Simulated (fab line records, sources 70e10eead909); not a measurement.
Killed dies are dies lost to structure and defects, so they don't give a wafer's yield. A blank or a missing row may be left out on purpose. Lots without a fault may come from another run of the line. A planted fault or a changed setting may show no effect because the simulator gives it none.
Problem report in the 8D (eight disciplines) form, filled by code | flow nand_harc | the parts of the form that need people (team, actions taken, sign-off) are left out

1. THE PROBLEM
killed_at_array at NHARC_END_SORT_01 reads a mean of 673 on 3 wafers of 2 lots; wafers without a fault read 29 with a standard deviation of 11. That is +59 standard deviations from the usual mean.
First seen on wafer L210.1, day 23 06:09, on prober-02. The record holds 6 wafers of 2 lots with a number at this step. Rule for "out", or "out of limits": more than 4 standard deviations from the usual mean. The other wafers with a number count as sound.

2. WHAT IT IS AND WHAT IT IS NOT
question                    | is                           | is not
which readings at this step | killed_at_array, killed_dies | killed_at_other, killed_at_periphery, killed_open
which lots                  | L209, L210                   | -
which wafers of those lots  | L209.6, L210.1, L210.2       | L209.3, L209.4, L210.3
read on which gauges        | prober-01, prober-02         | -
when                        | from day 23 06:09            | up to then (0 sound wafers); but 3 sound wafers of L209, L210 came after

3. SUSPECTS, AND WHAT RULES EACH OUT
Counting: a tool at a process step up to the reading stays a suspect if it ran every lot that is out. Sound lots after the first of them don't rule it out here, since some wafers of a struck lot are sound.
- the gauge at NHARC_END_SORT_01: ruled out. The wafers that are out were read on 2 gauges (prober-01, prober-02).
- rie_diel-09 at NHARC_A_STAIRCASE_TRIM_12 (chemistry O2, time 211.2 s): kept. It ran every lot that is out, first L209 (day 14 20:29).
- rie_diel-09 at NHARC_A_STAIRCASE_ETCH_19 (etches the open film in C4F8/O2, target depth 100 nm, time 40.5 s): kept. It ran every lot that is out, first L209 (day 14 21:28). Its own readings are out on those wafers: run_length_s.
Left after counting: rie_diel-09 at NHARC_A_STAIRCASE_TRIM_12, rie_diel-09 at NHARC_A_STAIRCASE_ETCH_19.

4. THE CAUSE (what the simulator had put in)
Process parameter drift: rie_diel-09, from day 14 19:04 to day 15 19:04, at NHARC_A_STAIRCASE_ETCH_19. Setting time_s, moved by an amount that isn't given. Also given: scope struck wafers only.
Counting left 2 suspects, and this tool is among them.

5. THE CHAIN OF EFFECTS, in route order
Each row: a reading whose mean over the struck wafers that have a number lies more than 3 standard deviations from the usual. Only readings for which the record gives a usual standard deviation are gone through. hours: the time from each lot's start at the first step in this table that gives one to its start at this step, as a median over the lots. sigmas: the change in usual standard deviations.
hours | step                      | reading         | usual  | on struck wafers | change | sigmas
0     | NHARC_A_STAIRCASE_ETCH_19 | run_length_s    | 62.0 s | 49.4             | -12.6  | -33
203   | NHARC_END_SORT_01         | killed_at_array | 29     | 673              | +644   | +59
203   | NHARC_END_SORT_01         | killed_dies     | 33     | 677              | +644   | +59
The process steps in it:
- NHARC_A_STAIRCASE_ETCH_19: etches the open film in C4F8/O2, target depth 100 nm, time 40.5 s.

6. WHAT WOULD HAVE CAUGHT IT SOONER
In this record the first reading out of limits at a measuring or inspecting step was taken at day 23 06:09, 203 hours after the fault began at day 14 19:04.
The tool's own readings at NHARC_A_STAIRCASE_ETCH_19 were out on every struck wafer that the step has a row for (run_length_s): an alarm limit on them would have fired on the first of those.
All the lots that are out (2) had begun NHARC_A_STAIRCASE_ETCH_19 on rie_diel-09 by day 23 06:09. A hold on the tool at that time would have spared none of them.
